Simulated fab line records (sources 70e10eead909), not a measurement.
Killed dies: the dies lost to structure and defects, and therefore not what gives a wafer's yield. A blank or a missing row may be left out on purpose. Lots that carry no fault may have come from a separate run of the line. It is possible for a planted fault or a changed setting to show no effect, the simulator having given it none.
fab line records	flow nand_harc
record lots=12	wafers=36	last_day=33
route steps=1302 shown P_GATE@141 END@1302
lots that met no fault: from a run of the same line without faults
start_h: start of the lot's first displayed wafer, in hours after the record's first day	wait_h: hours since the lot's step before	" the same as in the row above	L1.1+2: several wafers, shown together as one row	- either no value or no given start	* or withheld: withheld	< > ~ a bound
route shown NAME@n: NAME is a module with steps in the file, n the number in the route of the first one	usual: mean/standard deviation taken from wafers without a fault	same: alike in all rows	chamber/n: place in a boat	sites: the reading at each site	_std_site: how widely they spread, as a standard deviation	_edge_site: outer sites' mean less inner sites'	radius_mm: how far each site lies from the wafer's centre	mask NAME#n: copy n	behind: the most recent tool/chamber to have shaped the wafer	hold: what put the lot on hold/how long, in hours/how the hold closed	device: transistor that didn't switch, given as n, p or np	end of line: tests of these same wafers at the route's end	a step given without rows: its recipe and nothing more	killed: not the wafer's yield, but the dies lost to structure and defects at the first sort	map: dies across one wafer; x = killed, . = not, _ = none there
set.NAME: setting as actually run; set.NAME@STEP: the setting as run at that earlier step	model.NAME: the simulator's own value behind a step, which no gauge read
a sample of lots followed through the steps of the route, with each step as a table and each wafer as a row
services: when a tool's chamber went out of use (start_h, in hours from the record's first day, below 0 if earlier), for how many hours, and the reason
## steps
# step NHARC_P_GATE_CD_MEAS_26
# recipe target_cd_nm=120	landing_energy_ev=500
# usual cd_nm=119.8/0.54
lot.wafer	tool	chamber	start_h	wait_h	cd_nm
L473.1	cd_sem-03	0	128.25	-	120.4
L473.2	"	0	"	"	119.8
L473.3	"	0	"	"	120.8
L474.4	cd_sem-02	0	134.04	-	119.7
L474.5	"	0	"	"	119.4
L474.6	"	0	"	"	120.1
L482.1	cd_sem-03	0	215.40	-	120.4
L482.4	"	0	"	"	120.3
L482.5	"	0	"	"	119.7
L483.2	cd_sem-02	0	226.55	-	119.2
L483.3	"	0	"	"	120.0
L483.5	"	0	"	"	119.5
L485.1	cd_sem-01	0	246.10	-	120.5
L485.2	"	0	"	"	120.2
L485.6	"	0	"	"	120.7
L484.1	cd_sem-01	0	246.74	-	119.8
L484.3	"	0	"	"	119.1
L484.4	"	0	"	"	119.0
L486.2	cd_sem-03	0	265.76	-	120.8
L486.4	"	0	"	"	120.0
L486.5	"	0	"	"	119.7
L487.1	cd_sem-02	0	271.80	-	119.7
L487.3	"	0	"	"	120.0
L487.4	"	0	"	"	119.2
L490.3	cd_sem-03	0	297.74	-	119.9
L490.4	"	0	"	"	119.8
L490.5	"	0	"	"	119.8
L489.2	cd_sem-01	0	298.51	-	120.6
L489.4	"	0	"	"	120.3
L489.6	"	0	"	"	119.5
L492.1	cd_sem-02	0	323.73	-	119.9
L492.3	"	0	"	"	120.4
L492.6	"	0	"	"	120.8
L493.1	cd_sem-02	0	337.13	-	120.0
L493.4	"	0	"	"	120.7
L493.5	"	0	"	"	120.1
# step NHARC_P_GATE_STRIP_101
# recipe time_s=20	o2_flow_sccm=500	ar_flow_sccm=0	bias_w=0	chemistry=O2
# usual drypump_motor_current_A=5.4/0.38	oes_product_au=1.001/0.013	rf_vpp_V=57.8/0.89	showerhead_plenum_p_Torr=3.52/0.17	throttle_valve_pct=17.035/0.0088
lot.wafer	tool	chamber	start_h	wait_h	drypump_motor_current_A	oes_product_au	rf_hours_counter_h	rf_vpp_V	showerhead_plenum_p_Torr	throttle_valve_pct
L473.3	rie_diel-08	0	139.31	0.1	5.8	1.022	4.8	58.9	3.32	17.039
L473.2	"	1	"	"	4.9	0.999	4.8	59.7	3.35	17.016
L473.1	"	3	"	"	4.8	0.988	4.5	57.7	3.63	17.057
L474.4	rie_diel-07	2	145.13	0.1	5.9	0.988	1.3	57.8	3.72	17.042
L474.6	"	3	"	"	5.3	0.991	-	58.2	3.77	17.053
L474.5	"	0	"	"	5.4	0.989	-	57.3	3.35	17.037
L482.4	rie_diel-05	3	226.45	0.1	5.0	0.994	9.5	57.7	3.72	17.040
L482.1	"	1	"	"	5.3	0.984	9.1	57.0	3.31	17.026
L482.5	"	3	"	"	5.0	1.003	-	57.1	3.72	17.037
L483.3	rie_diel-08	2	237.64	0.1	5.4	1.011	3.4	57.8	3.62	17.040
L483.2	"	0	"	"	5.9	1.017	3.4	57.7	3.31	17.025
L483.5	"	3	"	"	4.9	0.996	-	58.0	3.62	17.036
L485.2	rie_diel-07	0	257.16	0.1	5.4	0.972	3.9	56.5	3.35	17.030
L485.1	"	2	"	"	5.9	0.999	4.3	58.0	3.72	17.033
L485.6	"	0	"	"	5.4	0.987	-	56.6	3.35	17.028
L484.1	rie_diel-08	0	257.96	0.1	5.9	1.029	4.7	56.8	3.31	17.035
L484.3	"	1	"	"	4.9	0.985	5.6	57.5	3.34	17.033
L484.4	"	2	"	"	5.3	0.999	4.7	56.6	3.62	17.028
L486.2	rie_diel-05	0	279.13	0.1	5.6	0.981	3.1	55.4	3.43	17.032
L486.4	"	3	"	"	5.0	1.000	3.5	58.3	3.71	17.030
L486.5	"	0	"	"	5.6	0.978	-	59.1	3.43	17.036
L487.1	rie_diel-08	1	282.88	0.1	4.9	0.996	9.1	56.5	3.34	17.027
L487.4	"	2	"	"	5.4	1.002	7.6	58.4	3.62	17.055
L487.3	"	3	"	"	4.8	1.006	5.3	58.6	3.62	17.028
L490.4	rie_diel-08	1	308.72	0.1	4.9	0.988	10.0	58.0	3.34	17.047
L490.3	"	2	"	"	5.4	1.008	8.9	58.1	3.62	17.026
L490.5	"	0	"	"	5.8	1.032	-	57.4	3.31	17.045
L489.2	rie_diel-07	2	309.64	0.1	5.8	1.000	0.5	57.5	3.71	17.019
L489.4	"	3	"	"	5.3	1.005	0.4	58.6	3.77	17.043
L489.6	"	1	"	"	5.1	1.008	-	58.3	3.38	17.042
L492.3	rie_diel-05	0	334.82	0.1	5.6	0.976	7.0	57.8	3.43	17.052
L492.1	"	2	"	"	6.3	1.006	6.2	56.0	3.55	17.034
L492.6	"	0	"	"	5.6	0.982	-	57.2	3.43	17.033
L493.4	rie_diel-07	1	348.21	0.1	5.1	1.008	3.4	58.0	3.37	17.041
L493.1	"	2	"	"	5.9	1.004	2.9	58.7	3.71	17.039
L493.5	"	2	"	"	5.9	0.990	-	57.4	3.71	17.025
# step NHARC_P_GATE_EXPOSE_43
# recipe na=0.6	target_cd_nm=720	dose_mj=14.81	mask_id=P_NSD
lot.wafer	tool	chamber	start_h	wait_h	mask
L473.1+2+3	krf_scanner-02	0	140.08	-	P_PSD#0
L474.4+5+6	krf_scanner-02	0	145.78	-	P_NSD#0
L482.1+4+5	krf_scanner-04	0	227.22	-	P_NSD#0
L483.2+3+5	krf_scanner-03	0	238.41	-	P_NSD#0
L485.1+2+6	krf_scanner-04	0	257.93	-	P_NSD#0
L484.1+3+4	krf_scanner-02	0	258.72	-	P_NSD#0
L486.2+4+5	krf_scanner-02	0	279.77	-	P_NSD#0
L487.1+3+4	krf_scanner-04	0	283.65	-	P_NSD#0
L490.3+4+5	krf_scanner-04	0	309.37	-	P_NSD#0
L489.2+4+6	krf_scanner-03	0	310.43	-	P_NSD#0
L492.1+3+6	krf_scanner-03	0	335.46	-	P_NSD#0
L493.1+4+5	krf_scanner-03	0	348.84	-	P_NSD#0
# step NHARC_P_GATE_CD_MEAS_46
# recipe target_cd_nm=720	landing_energy_ev=500
# usual cd_nm=719.2/2.4
lot.wafer	tool	chamber	start_h	wait_h	cd_nm
L473.1	cd_sem-02	0	140.24	-	-
L473.2	"	0	"	"	-
L473.3	"	0	"	"	-
L474.4	cd_sem-02	0	145.93	-	715.6
L474.5	"	0	"	"	718.3
L474.6	"	0	"	"	718.1
L482.1	cd_sem-01	0	227.37	-	724.2
L482.4	"	0	"	"	724.4
L482.5	"	0	"	"	723.5
L483.2	cd_sem-01	0	238.56	-	717.3
L483.3	"	0	"	"	717.0
L483.5	"	0	"	"	717.8
L485.1	cd_sem-02	0	258.09	-	716.7
L485.2	"	0	"	"	719.1
L485.6	"	0	"	"	717.3
L484.1	cd_sem-02	0	258.88	-	715.7
L484.3	"	0	"	"	715.9
L484.4	"	0	"	"	717.0
L486.2	cd_sem-02	0	279.93	-	717.1
L486.4	"	0	"	"	715.6
L486.5	"	0	"	"	714.8
L487.1	cd_sem-01	0	283.80	-	719.4
L487.3	"	0	"	"	722.0
L487.4	"	0	"	"	720.1
L490.3	cd_sem-01	0	309.52	-	716.9
L490.4	"	0	"	"	716.7
L490.5	"	0	"	"	718.8
L489.2	cd_sem-01	0	310.58	-	722.5
L489.4	"	0	"	"	719.8
L489.6	"	0	"	"	721.1
L492.1	cd_sem-03	0	335.62	-	714.7
L492.3	"	0	"	"	715.2
L492.6	"	0	"	"	717.6
L493.1	cd_sem-01	0	349.00	-	720.9
L493.4	"	0	"	"	723.3
L493.5	"	0	"	"	719.5
# step NHARC_P_GATE_CD_MEAS_59
# recipe target_cd_nm=720	landing_energy_ev=500
# usual cd_nm=720.0/2
lot.wafer	tool	chamber	start_h	wait_h	cd_nm
L473.1	cd_sem-01	0	141.99	-	720.6
L473.2	"	0	"	"	719.3
L473.3	"	0	"	"	720.5
L474.4	cd_sem-01	0	147.85	-	719.0
L474.5	"	0	"	"	722.1
L474.6	"	0	"	"	719.0
L482.1	cd_sem-02	0	229.15	-	718.9
L482.4	"	0	"	"	718.6
L482.5	"	0	"	"	718.5
L483.2	cd_sem-01	0	240.33	-	720.0
L483.3	"	0	"	"	722.4
L483.5	"	0	"	"	721.1
L485.1	cd_sem-02	0	259.85	-	719.9
L485.2	"	0	"	"	719.7
L485.6	"	0	"	"	719.1
L484.1	cd_sem-02	0	260.64	-	718.1
L484.3	"	0	"	"	717.4
L484.4	"	0	"	"	718.2
L486.2	cd_sem-01	0	281.57	-	719.4
L486.4	"	0	"	"	719.4
L486.5	"	0	"	"	718.9
L487.1	cd_sem-02	0	285.43	-	718.9
L487.3	"	0	"	"	720.5
L487.4	"	0	"	"	721.6
L490.3	cd_sem-01	0	311.30	-	717.4
L490.4	"	0	"	"	719.0
L490.5	"	0	"	"	715.4
L489.2	cd_sem-02	0	312.33	-	720.8
L489.4	"	0	"	"	719.3
L489.6	"	0	"	"	720.4
L492.1	cd_sem-01	0	337.38	-	718.2
L492.3	"	0	"	"	718.3
L492.6	"	0	"	"	717.6
L493.1	cd_sem-01	0	350.75	-	722.7
L493.4	"	0	"	"	725.4
L493.5	"	0	"	"	721.8
# step NHARC_END_SORT_01
# recipe temp_c=25
# usual killed_at_array=54/17	killed_at_other=1.0/1.4	killed_at_periphery=3.6/2.1	killed_dies=58/17	killed_open=3.2/2	killed_short=2.5/1.5
# same gross_dies=677
lot.wafer	tool	chamber	start_h	wait_h	hold	killed_at_array	killed_at_other	killed_at_periphery	killed_dies	killed_open	killed_short
L473.1	prober-01	0	578.88	2.5	await_dispo/3.5h/scrap	47	0	630	677	5	2
L473.2	prober-01	0	579.69	2.8	await_dispo/3.5h/scrap	29	0	648	677	1	4
L473.3	prober-01	0	580.50	3.1	await_dispo/3.5h/scrap	45	0	632	677	2	2
L474.4	prober-02	0	603.12	3.4	-	31	5	4	40	2	1
L474.5	prober-02	0	603.92	3.7	-	51	4	5	60	5	2
L474.6	prober-02	0	604.72	4.0	-	31	3	5	39	2	2
L482.1	prober-01	0	686.91	2.5	-	27	0	7	34	5	3
L482.4	prober-01	0	689.36	3.4	-	23	1	8	32	3	4
L482.5	prober-01	0	690.17	3.8	-	24	2	5	31	8	3
L483.2	prober-02	0	696.77	2.8	-	56	0	1	57	1	3
L483.3	prober-02	0	697.59	3.1	-	68	0	0	68	1	3
L483.5	prober-02	0	699.23	3.8	-	63	0	1	64	4	1
L485.1	prober-01	0	710.90	2.5	-	77	1	5	83	4	2
L485.2	prober-01	0	711.71	2.8	-	51	0	6	57	5	3
L485.6	prober-01	0	714.91	4.0	-	61	0	6	67	2	3
L484.1	prober-02	0	710.95	2.5	-	58	0	2	60	3	1
L484.3	prober-02	0	712.53	3.1	-	52	1	1	54	3	1
L484.4	prober-02	0	713.32	3.4	-	62	0	4	66	3	3
L487.1	prober-02	0	722.15	2.5	-	68	0	8	76	0	5
L487.3	prober-02	0	723.73	3.1	-	64	0	2	66	1	0
L487.4	prober-02	0	724.52	3.4	-	72	2	1	75	3	2
L486.2	prober-01	0	723.03	2.8	-	32	0	10	42	3	2
L486.4	prober-01	0	724.65	3.5	-	48	1	6	55	2	6
L486.5	prober-01	0	725.47	3.8	-	33	1	5	39	2	6
L490.3	prober-02	0	773.29	3.1	-	85	0	5	90	4	1
L490.4	prober-02	0	774.08	3.4	-	61	0	4	65	6	0
L490.5	prober-02	0	774.87	3.7	-	88	0	4	92	4	3
L489.2	prober-01	0	773.49	2.8	-	57	2	4	63	2	2
L489.4	prober-01	0	775.10	3.4	-	57	2	8	67	3	2
L489.6	prober-01	0	776.72	4.0	-	63	1	2	66	3	0
L492.1	prober-01	0	799.01	2.5	-	73	1	0	74	3	1
L492.3	prober-01	0	800.59	3.1	-	70	0	3	73	3	4
L492.6	prober-01	0	802.95	3.9	-	57	0	5	62	7	4
L493.1	prober-02	0	799.05	2.5	-	72	0	3	75	3	5
L493.4	prober-02	0	801.43	3.4	-	97	1	2	100	5	2
L493.5	prober-02	0	802.22	3.7	-	85	1	3	89	0	4
# killed by level:class
L473.1 P_GATE:area_expose=627 A_CHANNEL_HOLE_D2:chamber_film_flake=31 A_CHANNEL_HOLE_D1:chamber_film_flake=3 A_ONON_D1:geometric_particle:open=2 P_M0:chamber_film_flake=2 A_CONTACT:chamber_film_flake=2 A_CHANNEL_FILL_D2:chamber_film_flake=2 P_CONTACT:geometric_particle:open=1
L473.2 P_GATE:area_expose=645 A_CHANNEL_HOLE_D2:chamber_film_flake=10 A_CONTACT:chamber_film_flake=6 A_CHANNEL_HOLE_D1:chamber_film_flake=5 P_M0:chamber_film_flake=2 A_CHANNEL_HOLE_D1:geometric_particle:short=1 A_CHANNEL_FILL_D2:geometric_particle:short=1 A_WL_FILL:geometric_particle:short=1
L473.3 P_GATE:area_expose=625 A_CHANNEL_HOLE_D2:chamber_film_flake=30 A_CONTACT:chamber_film_flake=6 P_M0:chamber_film_flake=5 A_CHANNEL_HOLE_D1:chamber_film_flake=2 A_CHANNEL_FILL_D1:chamber_film_flake=2 P_CONTACT:geometric_particle:open=1 A_ONON_D1:geometric_particle:open=1
L474.4 A_CHANNEL_HOLE_D2:chamber_film_flake=11 A_STAIRCASE:chamber_film_flake=8 THIN_TSV:chamber_film_flake=5 A_CHANNEL_HOLE_D1:chamber_film_flake=3 P_ZERO_WELL:chamber_film_flake=2 A_CHANNEL_FILL_D1:chamber_film_flake=2 A_DECK1_JOINT:chamber_film_flake=2 A_CONTACT:chamber_film_flake=2
L474.5 A_CHANNEL_HOLE_D2:chamber_film_flake=34 A_STAIRCASE:chamber_film_flake=5 THIN_TSV:chamber_film_flake=4 A_CONTACT:chamber_film_flake=3 P_CONTACT:geometric_particle:open=2 A_DECK1_JOINT:chamber_film_flake=2 A_CHANNEL_FILL_D2:chamber_film_flake=2 P_CONTACT:geometric_particle:short=1
L474.6 A_CHANNEL_HOLE_D2:chamber_film_flake=9 A_CHANNEL_FILL_D2:chamber_film_flake=5 A_STAIRCASE:chamber_film_flake=3 THIN_TSV:chamber_film_flake=3 P_ZERO_WELL:chamber_film_flake=2 P_GATE:chamber_film_flake=2 A_CHANNEL_HOLE_D1:chamber_film_flake=2 A_M0:chamber_film_flake=2
L482.1 A_SLIT:chamber_film_flake=8 A_CHANNEL_HOLE_D1:chamber_film_flake=5 P_BONDPAD:chamber_film_flake=4 A_CONTACT:chamber_film_flake=3 A_CHANNEL_HOLE_D2:geometric_particle:open=2 P_GATE:geometric_particle:short=1 A_CHANNEL_HOLE_D1:geometric_particle:open=1 A_ONON_D2:geometric_particle:open=1
L482.4 A_CHANNEL_HOLE_D1:chamber_film_flake=7 P_BONDPAD:chamber_film_flake=6 A_BLC:chamber_film_flake=5 A_WL_FILL:geometric_particle:short=2 A_CHANNEL_HOLE_D1:geometric_particle:short=1 A_CHANNEL_FILL_D1:geometric_particle:open=1 A_BLC:geometric_particle:short=1 A_M0:geometric_particle:open=1
L482.5 A_CHANNEL_HOLE_D1:chamber_film_flake=7 A_M0:geometric_particle:open=5 P_BONDPAD:chamber_film_flake=3 A_SLIT:chamber_film_flake=3 A_DECK1_JOINT:chamber_film_flake=2 P_CONTACT:geometric_particle:open=1 A_CHANNEL_FILL_D1:geometric_particle:open=1 A_ONON_D2:geometric_particle:short=1
L483.2 A_CHANNEL_HOLE_D2:chamber_film_flake=24 A_CHANNEL_HOLE_D1:chamber_film_flake=15 A_SGD_CUT:chamber_film_flake=6 A_STAIRCASE:chamber_film_flake=3 A_CHANNEL_FILL_D2:chamber_film_flake=3 P_CONTACT:geometric_particle:short=1 A_STAIRCASE:geometric_particle:short=1 A_WL_FILL:geometric_particle:short=1
L483.3 A_CHANNEL_HOLE_D2:chamber_film_flake=25 A_CHANNEL_HOLE_D1:chamber_film_flake=20 A_SGD_CUT:chamber_film_flake=7 A_CHANNEL_FILL_D2:chamber_film_flake=4 A_STAIRCASE:chamber_film_flake=2 A_SLIT:chamber_film_flake=2 A_WL_FILL:chamber_film_flake=2 A_ONON_D1:geometric_particle:short=1
L483.5 A_CHANNEL_HOLE_D2:chamber_film_flake=23 A_CHANNEL_HOLE_D1:chamber_film_flake=17 A_SGD_CUT:chamber_film_flake=9 A_CHANNEL_FILL_D2:chamber_film_flake=3 A_SLIT:chamber_film_flake=3 A_CONTACT:chamber_film_flake=3 P_CONTACT:geometric_particle:open=1 A_CHANNEL_HOLE_D1:geometric_particle:open=1
L485.1 A_CHANNEL_HOLE_D1:chamber_film_flake=32 A_CHANNEL_HOLE_D2:chamber_film_flake=25 A_STAIRCASE:chamber_film_flake=5 A_SLIT:chamber_film_flake=4 A_CONTACT:chamber_film_flake=3 P_BONDPAD:chamber_film_flake=2 A_ZERO_WELL:chamber_film_flake=2 A_WL_FILL:chamber_film_flake=2
L484.1 A_SLIT:chamber_film_flake=33 A_CHANNEL_HOLE_D1:chamber_film_flake=12 A_CONTACT:chamber_film_flake=6 P_CONTACT:geometric_particle:open=1 A_ONON_D1:geometric_particle:short=1 A_CHANNEL_FILL_D1:geometric_particle:open=1 A_CONTACT:geometric_particle:open=1 P_STI:chamber_film_flake=1
L485.2 A_CHANNEL_HOLE_D2:chamber_film_flake=21 A_CHANNEL_HOLE_D1:chamber_film_flake=11 A_STAIRCASE:chamber_film_flake=9 A_CONTACT:chamber_film_flake=3 P_GATE:chamber_film_flake=2 P_M0:geometric_particle:open=1 P_M0:geometric_particle:short=1 A_CHANNEL_HOLE_D1:geometric_particle:open=1
L484.3 A_SLIT:chamber_film_flake=38 A_CHANNEL_HOLE_D1:chamber_film_flake=6 A_BLC:chamber_film_flake=3 A_CONTACT:chamber_film_flake=2 P_M1:geometric_particle:short=1 A_CHANNEL_HOLE_D1:geometric_particle:open=1 A_DECK1_JOINT:geometric_particle:open=1 STARTING-WAFER:geometric_particle:open=1
L484.4 A_SLIT:chamber_film_flake=36 A_CHANNEL_HOLE_D1:chamber_film_flake=9 A_CONTACT:chamber_film_flake=5 A_BLC:chamber_film_flake=4 P_STI:chamber_film_flake=3 A_STAIRCASE:chamber_film_flake=2 P_CONTACT:geometric_particle:short=1 A_ONON_D1:geometric_particle:short=1
L485.6 A_CHANNEL_HOLE_D1:chamber_film_flake=27 A_CHANNEL_HOLE_D2:chamber_film_flake=13 A_STAIRCASE:chamber_film_flake=10 P_GATE:chamber_film_flake=2 P_BONDPAD:chamber_film_flake=2 A_ZERO_WELL:chamber_film_flake=2 A_SLIT:chamber_film_flake=2 P_GATE:geometric_particle:open=1
L487.1 A_SLIT:chamber_film_flake=24 A_CHANNEL_HOLE_D2:chamber_film_flake=18 A_CHANNEL_HOLE_D1:chamber_film_flake=14 A_STAIRCASE:chamber_film_flake=5 P_STI:chamber_film_flake=4 A_CHANNEL_FILL_D1:chamber_film_flake=4 P_GATE:chamber_film_flake=2 P_GATE:geometric_particle:short=1
L486.2 A_CHANNEL_HOLE_D1:chamber_film_flake=13 A_SLIT:chamber_film_flake=7 P_M1:chamber_film_flake=5 A_CONTACT:chamber_film_flake=4 P_GATE:chamber_film_flake=2 A_STAIRCASE:chamber_film_flake=2 P_M0:geometric_particle:short=1 P_M1:geometric_particle:open=1
L487.3 A_CHANNEL_HOLE_D2:chamber_film_flake=23 A_SLIT:chamber_film_flake=20 A_CHANNEL_HOLE_D1:chamber_film_flake=10 A_STAIRCASE:chamber_film_flake=4 A_CONTACT:chamber_film_flake=4 A_CHANNEL_FILL_D1:chamber_film_flake=2 A_BLC:geometric_particle:open=1 P_STI:chamber_film_flake=1
L487.4 A_SLIT:chamber_film_flake=34 A_CHANNEL_HOLE_D2:chamber_film_flake=20 A_CHANNEL_HOLE_D1:chamber_film_flake=6 A_CHANNEL_FILL_D1:chamber_film_flake=3 A_STAIRCASE:chamber_film_flake=3 A_WL_FILL:geometric_particle:open=2 A_CHANNEL_FILL_D1:geometric_particle:short=1 A_CHANNEL_FILL_D2:geometric_particle:open=1
L486.4 A_CHANNEL_HOLE_D1:chamber_film_flake=32 P_M1:chamber_film_flake=4 A_WL_FILL:geometric_particle:short=3 A_BLC:chamber_film_flake=3 P_GATE:chamber_film_flake=2 A_CONTACT:chamber_film_flake=2 A_ONON_D1:geometric_particle:short=1 A_CHANNEL_HOLE_D1:geometric_particle:short=1
L486.5 A_CHANNEL_HOLE_D1:chamber_film_flake=14 A_CONTACT:chamber_film_flake=6 A_SLIT:chamber_film_flake=4 P_M1:chamber_film_flake=3 A_WL_FILL:geometric_particle:short=2 P_M0:geometric_particle:open=1 A_SOURCE_PLATE:geometric_particle:short=1 A_CHANNEL_HOLE_D1:geometric_particle:open=1
L490.3 A_SLIT:chamber_film_flake=32 A_CHANNEL_HOLE_D2:chamber_film_flake=31 A_CHANNEL_HOLE_D1:chamber_film_flake=10 A_STAIRCASE:chamber_film_flake=4 P_CONTACT:geometric_particle:open=2 A_SGD_CUT:chamber_film_flake=2 A_WL_FILL:chamber_film_flake=2 P_M0:geometric_particle:open=1
L489.2 A_SLIT:chamber_film_flake=31 A_CHANNEL_HOLE_D1:chamber_film_flake=8 A_WL_FILL:chamber_film_flake=5 A_CONTACT:chamber_film_flake=5 P_ZERO_WELL:chamber_film_flake=2 A_STAIRCASE:chamber_film_flake=2 THIN_TSV:chamber_film_flake=2 A_ONON_D1:geometric_particle:short=1
L490.4 A_SLIT:chamber_film_flake=23 A_CHANNEL_HOLE_D2:chamber_film_flake=20 A_CHANNEL_HOLE_D1:chamber_film_flake=9 P_GATE:chamber_film_flake=2 A_CHANNEL_FILL_D1:chamber_film_flake=2 A_STAIRCASE:chamber_film_flake=2 P_GATE:geometric_particle:open=1 P_CONTACT:geometric_particle:open=1
L490.5 A_CHANNEL_HOLE_D2:chamber_film_flake=34 A_SLIT:chamber_film_flake=30 A_CHANNEL_HOLE_D1:chamber_film_flake=9 A_CONTACT:chamber_film_flake=4 A_STAIRCASE:chamber_film_flake=3 P_ZERO_WELL:chamber_film_flake=2 P_GATE:geometric_particle:short=1 A_SOURCE_PLATE:geometric_particle:open=1
L489.4 A_SLIT:chamber_film_flake=28 A_CHANNEL_HOLE_D1:chamber_film_flake=11 A_CONTACT:chamber_film_flake=8 P_GATE:chamber_film_flake=3 A_CHANNEL_FILL_D2:chamber_film_flake=3 P_ZERO_WELL:chamber_film_flake=2 A_ZERO_WELL:chamber_film_flake=2 A_STAIRCASE:chamber_film_flake=2
L489.6 A_SLIT:chamber_film_flake=34 A_CHANNEL_HOLE_D1:chamber_film_flake=12 A_CONTACT:chamber_film_flake=7 A_STAIRCASE:chamber_film_flake=4 P_GATE:chamber_film_flake=2 A_ONON_D1:geometric_particle:open=1 A_DECK1_JOINT:geometric_particle:open=1 A_M0:geometric_particle:open=1
L492.1 A_SLIT:chamber_film_flake=36 A_CHANNEL_HOLE_D1:chamber_film_flake=22 A_STAIRCASE:chamber_film_flake=5 A_CHANNEL_FILL_D1:chamber_film_flake=3 A_WL_FILL:chamber_film_flake=3 A_CHANNEL_FILL_D1:geometric_particle:open=1 A_ONON_D2:geometric_particle:open=1 A_ONON_D2:geometric_particle:short=1
L493.1 A_CHANNEL_HOLE_D2:chamber_film_flake=28 A_CHANNEL_HOLE_D1:chamber_film_flake=11 A_CONTACT:chamber_film_flake=10 A_SLIT:chamber_film_flake=8 A_STAIRCASE:chamber_film_flake=3 P_ZERO_WELL:chamber_film_flake=2 A_CHANNEL_FILL_D1:chamber_film_flake=2 P_CONTACT:geometric_particle:short=1
L492.3 A_SLIT:chamber_film_flake=32 A_CHANNEL_HOLE_D1:chamber_film_flake=22 A_CONTACT:chamber_film_flake=6 A_ONON_D2:geometric_particle:short=2 P_ZERO_WELL:chamber_film_flake=2 A_WL_FILL:chamber_film_flake=2 P_M0:geometric_particle:short=1 A_CHANNEL_FILL_D1:geometric_particle:open=1
L493.4 A_CHANNEL_HOLE_D2:chamber_film_flake=32 A_SLIT:chamber_film_flake=29 A_CHANNEL_HOLE_D1:chamber_film_flake=19 A_CONTACT:chamber_film_flake=5 A_CHANNEL_FILL_D1:chamber_film_flake=3 P_GATE:geometric_particle:short=1 P_CONTACT:geometric_particle:open=1 A_CHANNEL_FILL_D1:geometric_particle:open=1
L493.5 A_SLIT:chamber_film_flake=31 A_CHANNEL_HOLE_D1:chamber_film_flake=22 A_CHANNEL_HOLE_D2:chamber_film_flake=20 A_CONTACT:chamber_film_flake=4 P_M0:geometric_particle:short=1 A_ONON_D2:geometric_particle:short=1 A_CHANNEL_HOLE_D2:geometric_particle:short=1 A_BLC:geometric_particle:short=1
L492.6 A_SLIT:chamber_film_flake=25 A_CHANNEL_HOLE_D1:chamber_film_flake=10 A_STAIRCASE:chamber_film_flake=5 A_CONTACT:chamber_film_flake=4 A_WL_FILL:chamber_film_flake=3 P_GATE:geometric_particle:open=2 A_CHANNEL_FILL_D2:geometric_particle:open=2 P_ZERO_WELL:chamber_film_flake=2
## services
tool	chamber	start_h	hours	kind
rie_diel-07	-	117.20	9.0	pm
rie_diel-08	0	120.90	-	clean
rie_diel-08	1	120.90	-	clean
rie_diel-08	2	120.90	-	clean
rie_diel-08	3	120.90	-	clean
krf_scanner-04	-	126.76	0.5	repair
rie_diel-08	0	145.40	-	clean
krf_scanner-02	-	176.58	1.7	repair
krf_scanner-04	-	182.00	4.0	pm
rie_diel-08	-	190.80	9.0	pm
krf_scanner-03	-	191.68	0.7	repair
krf_scanner-03	-	209.29	4.4	repair
krf_scanner-04	-	217.41	2.8	repair
krf_scanner-03	-	224.00	4.0	pm
rie_diel-05	0	228.13	5.4	repair
rie_diel-05	-	229.80	9.0	pm
rie_diel-08	3	238.97	2.2	repair
rie_diel-07	3	252.65	3.6	repair
krf_scanner-02	-	266.05	4.0	pm
rie_diel-07	-	281.58	0.6	repair
rie_diel-07	-	294.20	9.0	pm
krf_scanner-03	-	295.12	1.0	repair
rie_diel-07	3	327.45	5.5	repair
krf_scanner-02	-	332.53	0.2	repair
## key
first_sign step=NHARC_P_GATE_EXPOSE_43	reading=mask	direction=changed
effect step=NHARC_P_GATE_CD_MEAS_46	reading=cd_nm	direction=missing
effect step=NHARC_END_SORT_01	reading=killed_at_periphery	direction=up	sigmas=99+	usual=3.6	struck=636.7
more_kills_born_at NHARC_P_GATE_EXPOSE_43@krf_scanner-02=1897
met_at NHARC_P_GATE_EXPOSE_43
struck_lots L473
later_rows_left_out L473.1,L473.2,L473.3
tester_left_out L473
not_acting_at NHARC_P_GATE_CD_MEAS_26,NHARC_P_GATE_STRIP_101,NHARC_P_GATE_CD_MEAS_59
fault kind=wrong_mask	tool=any	chamber=-	onset_h=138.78	steps=NHARC_P_GATE_EXPOSE_43	aux_copy=P_PSD#0	scope=struck_lots_only
# tester_left_out: of these lots the tester's yield and bins aren't shown, on N5 and GAA mostly nor the transistor test; their killed dies are dies lost to structure and defects alone, not to doping, threshold or leakage, so they don't give the yield
# later_rows_left_out: the simulator's readings of these wafers behind a module that went badly wrong aren't trusted and aren't shown, but for the sort
